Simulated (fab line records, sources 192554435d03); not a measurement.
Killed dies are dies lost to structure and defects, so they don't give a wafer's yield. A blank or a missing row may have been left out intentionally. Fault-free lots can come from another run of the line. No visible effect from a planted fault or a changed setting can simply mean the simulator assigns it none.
Comparing a struck lot with a sound one ; flow n5-finfet ; 38 out of 1938 route steps
Sound: the wafers L483.2, L483.3, L483.6. Struck: wafers L474.3, L474.5. (L474.4 of the same lot was not struck and is left out.) The cause comes at the end.
At each step with rows: each side's tool, then ch and its chambers, then its first start. Under that, the readings that differ: sound wafers ; struck wafers ; difference of the means ; sigmas: that difference in standard deviations of wafers without a fault.
alike: same words and numbers on both sides, and readings whose means sit less than 2 such deviations apart. not compared: any withheld reading, any reading some wafer has no value for, any bound like >300 that may hide the same value, and any number with overlapping values for which the record gives no deviation.
A row with sigmas, a row that says differs or no value, or rows on one side alone: a step with any of these is where the two part. Non-overlapping numbers with no deviation appear without sigmas and do not part them. A reading missing from all wafers of one side parts the sides only when that side holds two or more wafers.

first, 9 steps without rows for these wafers: N5_BEOL_M14_SOFTBAKE_23 (time 60 s); N5_BEOL_M14_EXPOSE_25 (exposes mask M14, target cd 280 nm); N5_BEOL_M14_PEB_26 (peb time 90 s); N5_BEOL_M14_DEVELOP_27 (develop time 45 s); N5_BEOL_M14_HARDBAKE_32 (time 120 s); N5_BEOL_M14_DESCUM_33 (chemistry O2, time 7.9 s); N5_BEOL_M14_ETCH_67 (etches SiARC in CF4, target depth 143 nm, time 238.3 s); N5_BEOL_M14_ETCH_68 (etches SOC in N2/H2, time 450 s); N5_BEOL_M14_STRIP_69 (strips in N2/H2).
N5_BEOL_M14_TRENCH_ETCH_34: etches SiO2 in C4F8/O2/Ar, target depth 556.65 nm, time 126.9 s.
  sound on rie-diel-03 ch 1,3, day 16 09:01; struck on rie-diel-04 ch 1,2, day 13 20:59
reading;sound;struck;difference;sigmas
drypump-motor-current-A (A);5.55 5.40 5.43;6.42 6.06;+0.78;+3
rf-fwd-power-W (W);1896 1894 1903;- -;no value on the struck wafers;
model.etch.depth-nm (nm);545.4 558.9 560.3;538.4 518.3;-26.5;
  alike: he-outer-torr, oes-product-au, rf-vpp-V, showerhead-plenum-p-Torr, throttle-valve-pct
  not compared: rf-hours-counter-h
then, 1 step without rows for these wafers: N5_BEOL_M14_STRIP_70 (strips in C4F8/O2/Ar).
N5_BEOL_M14_OCD_MEAS_35:
  sound on ocd-01 at day 16 09:11; struck on ocd-01 at day 13 21:09
reading;sound;struck;difference;sigmas
trench-depth-nm (nm);545 559 560;538 519;-26;-3
then, 11 steps without rows for these wafers: N5_BEOL_M14_STRIP_37 (strips in O2); N5_BEOL_M14_ETCH_38 (etches SiCN in CF4/N2, target depth 106.5 nm, time 120.6 s); N5_BEOL_M14_PRECLEAN_39 (cleans in residue remover, time 60 s); N5_BEOL_M14_SRD_40 (time 30 s, dry time 30 s); N5_BEOL_M14_DEGAS_41 (time 60 s); N5_BEOL_M14_PRE_CLEAN_42 (time 30 s); N5_BEOL_M14_SPUTTER_43 (material TaN, target thk 15 nm, time 24.19 s); N5_BEOL_M14_SPUTTER_44 (material Ta, target thk 15 nm, time 24.19 s); N5_BEOL_M14_SPUTTER_45 (material Cu, target thk 100 nm, time 16.67 s); N5_BEOL_M14_ECD_47 (material Cu, target thk 1248 nm); N5_BEOL_M14_ANNEAL_48 (time 90 s).
N5_BEOL_M14_CMP_49: polishes, stops on SiO2, t overpolish 5.2 s, target thk 560 nm.
  sound on cmp-01 ch 0,2, day 16 14:32; struck on cmp-02 ch 0,2, day 14 04:16
reading;sound;struck;difference;sigmas
model.Cu_of_BEOL_M14_ECD_47.thk-nm (nm);547.4 561 562.2;540.2 520.8;-26.4;
  alike: barrier-field-endpoint-s, motor-current-A, overpolish-run-s, time-to-endpoint-s
  not compared: pad-life-wafers
N5_BEOL_M14_THK_MEAS_50: measures by xrf.
  sound on film-metro-02 at day 16 14:49; struck on film-metro-01 at day 14 04:31
reading;sound;struck;difference;sigmas
M14_THK (nm);555 570 571;542 522;-33;-3
then, 2 steps without rows for these wafers: N5_BEOL_M14_PRE_CLEAN_52 (time 15 s); N5_BEOL_M14_DEP_53 (deposits SiCN from 3MS/NH3, target thk 50 nm, time 17.8 s).
N5_BEOL_M14_RS_MEAS_54: a four-point-probe measurement.
  sound on film-metro-02 at day 16 14:57; struck on film-metro-02 at day 14 04:39
reading;sound;struck;difference;sigmas
M14_RS (ohm/sq);0.0339 0.0331 0.0330;0.0343 0.0357;+0.0017;+3
then, 9 steps without rows for these wafers: N5_BEOL_M15_ILD_DEP_00 (deposits SiO2 from TEOS/O2, target thk 1629.3 nm, time 346.1 s); N5_BEOL_M15_COAT_58 (time 60 s, resist thk 89 nm); N5_BEOL_M15_COAT_04 (resist thk 800 nm); N5_BEOL_M15_EBR_06; N5_BEOL_M15_SOFTBAKE_05 (time 60 s); N5_BEOL_M15_EXPOSE_07 (exposes mask V14); N5_BEOL_M15_PEB_08 (peb time 90 s); N5_BEOL_M15_DEVELOP_09 (develop time 45 s); N5_BEOL_M15_HARDBAKE_14 (time 120 s).
N5_BEOL_M15_RC_MEAS_101:
  sound on prober-02 ch 0, day 16 21:50; struck on prober-01 ch 0, day 14 13:33
reading;sound;struck;difference;sigmas
COMB_M14 (S/m);3.3e-12 3.1e-12 2.6e-12;4.6e-12 5.6e-12;+2.1e-12;+2
COMB_M5 (S/m);3.9e-11 4.1e-11 4.9e-11;2.2e-11 3e-11;-1.7e-11;-2
SERP_M14 (ohm/um);0.165 0.160 0.160;0.169 0.172;+0.009;+3
SERP_M14_max_site (ohm/um);0.166 0.161 0.162;0.172 0.174;+0.010;+3
  alike: etest-temp-c, COMB_M10, COMB_M10_max_site, COMB_M11, COMB_M12, COMB_M13, COMB_M13_max_site, COMB_M15, COMB_M5_max_site, COMB_M6, COMB_M6_max_site, COMB_M7, COMB_M8, COMB_M9, SERP_M10, SERP_M10_max_site, SERP_M11, SERP_M12, SERP_M13, SERP_M5, SERP_M6, SERP_M7, SERP_M8, SERP_M9

== WHERE THEY PART ==
First at N5_BEOL_M14_TRENCH_ETCH_34; last, within this record, at N5_BEOL_M15_RC_MEAS_101.

WHY: the cause the simulator had injected
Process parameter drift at N5_BEOL_M14_TRENCH_ETCH_34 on rie-diel-04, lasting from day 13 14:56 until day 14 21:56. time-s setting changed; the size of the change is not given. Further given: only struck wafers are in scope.
